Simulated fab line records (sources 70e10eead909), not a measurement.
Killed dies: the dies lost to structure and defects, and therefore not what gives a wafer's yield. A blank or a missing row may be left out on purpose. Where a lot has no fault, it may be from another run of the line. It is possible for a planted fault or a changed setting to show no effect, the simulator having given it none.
The tool behind it: which one?    flow nand_harc    Sampling: 15 lots, 45 wafers, 2 of 1159 route steps

WHAT THE GAUGES READ, wafer by wafer
NHARC_P_CONTACT_INSPECT_27. Usual: raw_defect_count reads 296 (standard deviation 120).
lot   measured      on                 raw_defect_count  flag
L827  day 5 20:02   defect_inspect-02  277 226 150       
L826  day 5 20:34   defect_inspect-01  324 184 238       
L829  day 6 04:15   defect_inspect-02  191 296 269       
L830  day 7 00:13   defect_inspect-02  358 418 272       
L831  day 7 01:11   defect_inspect-01  489 401 301       
L833  day 7 15:14   defect_inspect-02  458 312 359       
L835  day 8 00:02   defect_inspect-02  221 220 243       
L836  day 8 08:14   defect_inspect-02  243 181 162       
L837  day 8 08:46   defect_inspect-01  471 241 313       
L839  day 8 22:04   defect_inspect-01  311 333 230       
L840  day 8 22:37   defect_inspect-02  813 506 558       
L844  day 10 11:33  defect_inspect-02  638 474 473       
L845  day 10 18:45  defect_inspect-01  164 293 251       
L846  day 10 19:54  defect_inspect-02  460 377 345       
L848  day 11 08:28  defect_inspect-02  179 322 204       

WHAT TOOL EACH LOT RAN ON (gives the tool, then ch and the chambers of the sampled wafers, and finally the start)
lot   NHARC_P_CONTACT_CMP_24
L827  cmp-03 ch 0,1,2, day 5 19:38
L826  cmp-04 ch 2,3, day 5 20:11
L829  cmp-04 ch 1,3, day 6 03:50
L830  cmp-01 ch 1,3, day 6 23:49
L831  cmp-03 ch 0,3, day 7 00:47
L833  cmp-01 ch 0,1,3, day 7 14:50
L835  cmp-01 ch 0,1,3, day 7 23:40
L836  cmp-01 ch 2,3, day 8 07:49
L837  cmp-03 ch 0,1,2, day 8 08:22
L839  cmp-01 ch 0,1,2, day 8 21:40
L840  cmp-04 ch 1,2, day 8 22:13
L844  cmp-04 ch 0,2, day 10 11:10
L845  cmp-04 ch 0,2,3, day 10 18:20
L846  cmp-04 ch 0,2,3, day 10 19:29
L848  cmp-04 ch 0,2,3, day 11 08:07
- NHARC_P_CONTACT_CMP_24: polishes, t overpolish 30 s, target thk 200 nm.

AS READ BY THE TOOLS THEMSELVES (means over the sampled wafers that have a number; for cases with no such wafer, the mark the record gives instead)
NHARC_P_CONTACT_CMP_24. Usual: motor_current_A 11.9 A, standard deviation 0.84; overpolish_run_s 29.999 s, standard deviation 0.0091; time_to_endpoint_s 38.9 s, standard deviation 3.
lot   tool    motor_current_A (A)  overpolish_run_s (s)  time_to_endpoint_s (s)  flag
L827  cmp-03  12.1                 30.005                36.2                    
L826  cmp-04  11.7                 29.997                41.1                    
L829  cmp-04  11.3                 30.008                36.1                    
L830  cmp-01  11.4                 30.000                37.1                    
L831  cmp-03  12.7                 29.999                36.9                    
L833  cmp-01  11.2                 30.010                35.0                    
L835  cmp-01  11.9                 29.997                36.9                    
L836  cmp-01  12.1                 30.000                40.6                    
L837  cmp-03  12.1                 30.004                36.8                    
L839  cmp-01  12.0                 30.000                41.3                    
L840  cmp-04  11.6                 30.000                41.1                    
L844  cmp-04  12.0                 30.004                40.9                    
L845  cmp-04  11.7                 30.003                42.6                    
L846  cmp-04  11.5                 29.993                38.6                    
L848  cmp-04  11.4                 29.998                39.1                    

THE ANSWER, worked out from the rows above alone
Rule: a lot counts as off when the mean over its wafers that have a number is more than 3 standard deviations away from the usual mean. A lot without any number at a reading at which 4 lots or more have one is off too. Where the step has rows for the other lots, those lots are counted as sound. After the gauges, taken in route order, come the tools' own readings; for these a lot's mean is taken, as printed above. At the first step where some lot is off, the reading lying furthest off is the one used; lots without a number count as furthest.
Nothing can be told from this: no lot is off at any reading shown.

WHAT THE SIMULATOR HAD PUT IN
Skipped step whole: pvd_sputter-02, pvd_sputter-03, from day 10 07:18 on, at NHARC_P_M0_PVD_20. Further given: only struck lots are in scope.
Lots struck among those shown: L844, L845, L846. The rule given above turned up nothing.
